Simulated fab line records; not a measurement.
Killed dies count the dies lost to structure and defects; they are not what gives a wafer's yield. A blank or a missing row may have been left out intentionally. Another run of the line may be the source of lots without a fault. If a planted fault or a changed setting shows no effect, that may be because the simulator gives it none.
Comparing a struck lot with a sound one -- flow nand-harc -- 14 out of 1159 route steps
Sound: wafers L610.2, L610.3, L610.5. Struck: wafers L630.2, L630.5. (L630.1 of the same lot was not struck and is left out.) The cause comes at the end.
Per side, at each step with rows, come the tool, then ch with its chambers, and then its first start. Under that, the readings that differ: sound wafers -- struck wafers -- difference of the means -- sigmas: that difference in standard deviations of wafers without a fault.
alike: a reading whose means differ by less than 2 such deviations, as well as words and numbers matching on both sides. not compared: withheld readings; readings where some wafer has no value; bounds like >300 that might hide an equal value; numbers whose values overlap and for which the record gives no deviation.
Wherever a step has rows on one side only, a row that says differs or no value, or a row with sigmas, the two part there. When numbers do not overlap yet have no deviation, they are printed without sigmas and do not part them. A reading missing from all wafers of one side parts the sides only when that side holds two or more wafers.

NHARC_P_M2_PRE_CLEAN_30: time 30 s.
  sound on pvd-sputter-01; struck on pvd-sputter-03
  alike: heater-power-w
NHARC_P_M2_PVD_20: deposits TaN, target thk 5 nm, time 8.06 s.
  sound on pvd-sputter-01; struck on pvd-sputter-03
reading,sound,struck,difference,sigmas
throttle-valve-pct (%),28.2 30.5 28.4,31.0 31.1,+2.0,+2
  alike: chamber-pressure-pa
then, 3 steps without rows for these wafers: NHARC_P_M2_PVD_21 (deposits Cu, target thk 30 nm, time 20.49 s); NHARC_P_M2_ECD_22 (material Cu, target thk 400 nm); NHARC_P_M2_ANNEAL_31 (time 90 s).
NHARC_P_M2_CMP_23: polishes, t overpolish 20 s, target thk 144.3 nm.
  sound on cmp-04 ch 0,1,2, day 6 22:14; struck on cmp-02 ch 2,3, day 12 08:49
reading,sound,struck,difference,sigmas
time-to-endpoint-s (s),30.1 28.1 28.5,23.8 23.9,-5.1,-3
  alike: motor-current-A, retaining-ring-pressure-frac
  not compared: pad-life-wafers
NHARC_P_M2_THK_MEAS_24: measures by xrf.
  sound: film-metro-01 at day 6 22:31; struck: film-metro-02 at day 12 09:08
  alike: thk-nm
then, 1 step without rows for these wafers: NHARC_P_M2_SRD_25.
NHARC_P_M2_INSPECT_27:
  sound: defect-inspect-01 at day 6 22:41; struck: defect-inspect-02 at day 12 09:19
  alike: raw-defect-count
NHARC_P_M2_PRE_CLEAN_32: time 12 s.
  sound on pecvd-04 ch 0,2, day 6 22:46; struck on pecvd-01 ch 0,2, day 12 09:23
  alike: heater-power-w
NHARC_P_M2_DEP_33: deposits SiCN, target thk 30 nm.
  sound on pecvd-04 ch 0,2, day 6 22:52; struck on pecvd-01 ch 0,2, day 12 09:30
  alike: heater-power-w, rf-fwd-power-W, showerhead-vpp-V
NHARC_P_BONDPAD_DEP_00: deposits SiCN, target thk 250 nm.
  sound on pecvd-03 ch 0,1, day 6 23:14; struck on pecvd-03 ch 0, day 12 09:52
reading,sound,struck,difference,sigmas
rf-fwd-power-W (W),450.6 448.7 451.1,268.4 269.6,-181.1,-99 or more
showerhead-vpp-V (V),1284 1399 1384,1016 1004,-346,-9
  alike: heater-power-w
then, 1 step without rows for these wafers: NHARC_P_BONDPAD_CMP_32 (polishes SiCN, target thk 200 nm).
-- the record jumps here: 15 days lie between the struck wafers' starts before and after (it left off in module P_BONDPAD and takes up again in module END, whose first step shown is number 1159 of the route) --
NHARC_END_SORT_01:
  sound on prober-02 ch 0, day 21 12:52; struck on prober-01 ch 0, day 27 01:41
reading,sound,struck,difference,sigmas
sort-rim-yield-pct (%),98.1 100.0 96.2,95.3 91.5,-4.7,-2
  alike: defect-limited-yield, killed-at-array, killed-at-other, killed-at-periphery, killed-dies, killed-open, killed-short, sort_bin_2_pct, sort_bin_3_pct, sort_bin_4_pct, sort-n-pass, sort-yield-pct

== WHERE THEY PART ==
Earliest at NHARC_P_M2_PVD_20; latest, in this record, at NHARC_END_SORT_01.

WHY: what had been put in by the simulator
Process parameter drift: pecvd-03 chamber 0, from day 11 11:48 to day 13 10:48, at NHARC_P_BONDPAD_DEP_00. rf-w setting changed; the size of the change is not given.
